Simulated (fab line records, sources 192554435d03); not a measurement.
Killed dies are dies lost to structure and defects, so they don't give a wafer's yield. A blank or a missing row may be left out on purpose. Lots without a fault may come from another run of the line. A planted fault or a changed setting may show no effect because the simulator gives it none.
Chamber matching | flow n5_finfet | N5_BEOL_M7_PECVD_70 on pecvd-03: 3 sister chambers
The step deposits SiO2 from TEOS/O2, target thk 20 nm, time 22.7 s. 6 wafers are shown with their chamber, then 9 later ones without.

WAFERS WITH THEIR CHAMBER
wafer  | chamber | showerhead_plenum_p_Torr (Torr) | throttle_valve_pct (%)
L079.4 | 0       | 8.78                            | 21.5
L085.1 | 2       | 8.73                            | 20.7
L085.6 | 1       | 8.94                            | 23.1
L090.2 | 0       | 8.79                            | 21.5
L090.4 | 2       | 8.76                            | 21.0
L090.6 | 1       | 8.96                            | 23.3

WAFERS WITHOUT THEIR CHAMBER
wafer  | showerhead_plenum_p_Torr (Torr) | throttle_valve_pct (%)
L092.4 | 8.77                            | 21.8
L092.5 | 8.73                            | 20.8
L092.6 | 8.95                            | 23.0
L093.2 | 8.76                            | 21.0
L093.4 | 8.76                            | 20.8
L093.5 | 8.98                            | 23.1
L097.4 | 8.73                            | 21.0
L097.5 | 8.75                            | 21.7
L097.6 | 8.96                            | 23.2

WHICH CHAMBER EACH WENT THROUGH
wafer  | from the rows above | in truth
L092.4 | 0                   | 0
L092.5 | 2                   | 2
L092.6 | 1                   | 1
L093.2 | 2                   | 2
L093.4 | 2                   | 2
L093.5 | 1                   | 1
L097.4 | 2                   | 2
L097.5 | 0                   | 0
L097.6 | 1                   | 1
Placed correctly: 9 of 9. Can't be placed from these rows: 0. Placed wrongly: 0.
How it was worked out, from the rows above alone: a wafer's distance from a chamber is the root of the sum, over the readings, of the square of ((its reading less the chamber's mean) divided by the reading's scatter). The wafer belongs to the nearest chamber; if the next one is less than 2 further off, it can't be placed. A chamber's mean is the mean of its shown wafers. The scatter: the root of (the sum of the squares of (reading less its chamber's mean) over the shown wafers, divided by (wafers less chambers)).
